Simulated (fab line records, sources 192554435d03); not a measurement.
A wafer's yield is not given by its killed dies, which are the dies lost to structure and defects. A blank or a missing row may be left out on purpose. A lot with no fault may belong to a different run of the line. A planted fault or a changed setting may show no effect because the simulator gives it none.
The tool behind it: which one? || flow n5-finfet || 9 lots with 27 wafers sampled at 3 steps, on a route of 1938 steps

## WHAT THE GAUGES READ, wafer by wafer
N5_HKMG_FIN_INSPECT_14: inspects for defects (macro).
{"lot": "L613", "measured": "day 4 09:14", "on": "defect-inspect-02", "raw-defect-count": "4 1 0"}
{"lot": "L614", "measured": "day 4 17:10", "on": "defect-inspect-02", "raw-defect-count": "1 4 3"}
{"lot": "L616", "measured": "day 5 06:08", "on": "defect-inspect-02", "raw-defect-count": "2 1 2"}
{"lot": "L623", "measured": "day 6 22:04", "on": "defect-inspect-02", "raw-defect-count": ">300 >300 >300"}
{"lot": "L625", "measured": "day 7 11:55", "on": "defect-inspect-02", "raw-defect-count": ">300 >300 >300"}
{"lot": "L628", "measured": "day 8 09:31", "on": "defect-inspect-01", "raw-defect-count": "3 4 3"}
{"lot": "L630", "measured": "day 8 20:47", "on": "defect-inspect-02", "raw-defect-count": "0 2 3"}
{"lot": "L633", "measured": "day 9 11:28", "on": "defect-inspect-02", "raw-defect-count": "2 3 3"}
{"lot": "L635", "measured": "day 9 22:16", "on": "defect-inspect-02", "raw-defect-count": "1 3 1"}

## TOOL THAT RAN EACH LOT (tool first, then ch and the chambers of the sampled wafers, then the start)
{"lot": "L613", "N5_HKMG_FIN_ETCH_54": "rie-diel-02 ch 1,2, day 4 06:00", "N5_HKMG_FIN_ETCH_55": "rie-diel-02 ch 1,2, day 4 06:04"}
{"lot": "L614", "N5_HKMG_FIN_ETCH_54": "rie-diel-04 ch 1,2, day 4 13:50", "N5_HKMG_FIN_ETCH_55": "rie-diel-04 ch 1,2, day 4 13:53"}
{"lot": "L616", "N5_HKMG_FIN_ETCH_54": "rie-diel-02 ch 1,3, day 5 02:50", "N5_HKMG_FIN_ETCH_55": "rie-diel-02 ch 1,3, day 5 02:53"}
{"lot": "L623", "N5_HKMG_FIN_ETCH_54": "rie-diel-02 ch 0,1,2, day 6 18:43", "N5_HKMG_FIN_ETCH_55": "rie-diel-02 ch 0,1,2, day 6 18:46"}
{"lot": "L625", "N5_HKMG_FIN_ETCH_54": "rie-diel-02 ch 0,2, day 7 08:23", "N5_HKMG_FIN_ETCH_55": "rie-diel-02 ch 0,2, day 7 08:26"}
{"lot": "L628", "N5_HKMG_FIN_ETCH_54": "rie-diel-04 ch 0,1,3, day 8 06:10", "N5_HKMG_FIN_ETCH_55": "rie-diel-04 ch 0,1,3, day 8 06:14"}
{"lot": "L630", "N5_HKMG_FIN_ETCH_54": "rie-diel-04 ch 1,2,3, day 8 17:22", "N5_HKMG_FIN_ETCH_55": "rie-diel-04 ch 1,2,3, day 8 17:25"}
{"lot": "L633", "N5_HKMG_FIN_ETCH_54": "rie-diel-04 ch 0,1,2, day 9 08:10", "N5_HKMG_FIN_ETCH_55": "rie-diel-04 ch 0,1,2, day 9 08:14"}
{"lot": "L635", "N5_HKMG_FIN_ETCH_54": "rie-diel-04 ch 0,2,3, day 9 18:43", "N5_HKMG_FIN_ETCH_55": "rie-diel-04 ch 0,2,3, day 9 18:46"}
- N5_HKMG_FIN_ETCH_54: etches SiARC in CF4, target depth 45.5 nm, time 75.8 s.
- N5_HKMG_FIN_ETCH_55: etches SOC in N2/H2, target depth 240 nm, time 300 s.

## THE ANSWER, worked out from the rows above alone
Rule: the lots themselves supply what counts as usual. The widest of any qualifying gaps counts: lots, ordered by their means at a reading, are off when they make up no more than a third of the lots, leave a main group of 4 or more, and stand apart from it by 3 or more times the standard deviation of that group's means. A main group is skipped when, at the precision printed for the reading in the tables above, its means are all equal. Also off: a lot with no number at a reading for which 4 or more lots have one. The other lots that the step has rows for count as sound.
Off, at N5_HKMG_FIN_INSPECT_14 on raw-defect-count: L623, L625. Without a number there: L623, L625. The main group has a mean of 2.2 with a standard deviation of 0.64.
A tool fits if, at a process step before that reading, it ran every lot that is off, and no sound lot after the first of them. Gauges at N5_HKMG_FIN_INSPECT_14: tried the same way as those tools. One fits: N5_HKMG_FIN_ETCH_54 and N5_HKMG_FIN_ETCH_55 on rie-diel-02. At N5_HKMG_FIN_ETCH_54 its last sound lot is L616 (day 5 02:50), its first lot that is off L623 (day 6 18:43): a fault that began between those two fits.

## WHAT THE SIMULATOR HAD PUT IN
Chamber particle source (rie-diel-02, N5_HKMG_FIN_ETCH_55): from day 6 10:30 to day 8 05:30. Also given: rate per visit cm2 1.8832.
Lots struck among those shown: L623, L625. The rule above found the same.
